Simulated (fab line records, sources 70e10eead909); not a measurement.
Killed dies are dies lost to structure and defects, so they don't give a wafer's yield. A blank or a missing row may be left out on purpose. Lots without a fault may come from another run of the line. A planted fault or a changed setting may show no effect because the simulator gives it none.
Chamber matching | flow nand_harc | NHARC_A_CONTACT_ETCH_110 on rie_diel-09: 4 sister chambers
The step etches the open film in CF4/O2, target depth 60 nm, overetch 6 nm, time 33 s. 8 wafers are shown with their chamber, then 12 later ones without.

WAFERS WITH THEIR CHAMBER
wafer  | chamber | drypump_motor_current_A (A) | showerhead_plenum_p_Torr (Torr)
L083.5 | 2       | 5.6                         | 1.24
L089.2 | 0       | 5.3                         | 1.40
L088.6 | 2       | 5.6                         | 1.24
L092.5 | 3       | 6.2                         | 1.25
L092.6 | 0       | 5.3                         | 1.40
L091.2 | 3       | 6.2                         | 1.25
L091.4 | 1       | 5.7                         | 1.44
L091.5 | 1       | 5.6                         | 1.45

WAFERS WITHOUT THEIR CHAMBER
wafer  | drypump_motor_current_A (A) | showerhead_plenum_p_Torr (Torr)
L093.1 | 6.2                         | 1.24
L093.2 | 5.6                         | 1.24
L093.5 | 6.2                         | 1.24
L095.1 | 5.3                         | 1.40
L095.2 | 6.2                         | 1.24
L095.5 | 6.2                         | 1.24
L094.1 | 5.6                         | 1.44
L094.2 | 6.2                         | 1.24
L094.5 | 6.2                         | 1.24
L096.3 | 5.6                         | 1.24
L096.5 | 6.2                         | 1.24
L096.6 | 5.3                         | 1.40

WHICH CHAMBER EACH WENT THROUGH
wafer  | from the rows above | in truth
L093.1 | 3                   | 3
L093.2 | 2                   | 2
L093.5 | 3                   | 3
L095.1 | 0                   | 0
L095.2 | 3                   | 3
L095.5 | 3                   | 3
L094.1 | 1                   | 1
L094.2 | 3                   | 3
L094.5 | 3                   | 3
L096.3 | 2                   | 2
L096.5 | 3                   | 3
L096.6 | 0                   | 0
Placed correctly: 12 of 12. Can't be placed from these rows: 0. Placed wrongly: 0.
How it was worked out, from the rows above alone: a wafer's distance from a chamber is the root of the sum, over the readings, of the square of ((its reading less the chamber's mean) divided by the reading's scatter). The wafer belongs to the nearest chamber; if the next one is less than 2 further off, it can't be placed. A chamber's mean is the mean of its shown wafers. The scatter: the root of (the sum of the squares of (reading less its chamber's mean) over the shown wafers, divided by (wafers less chambers)).
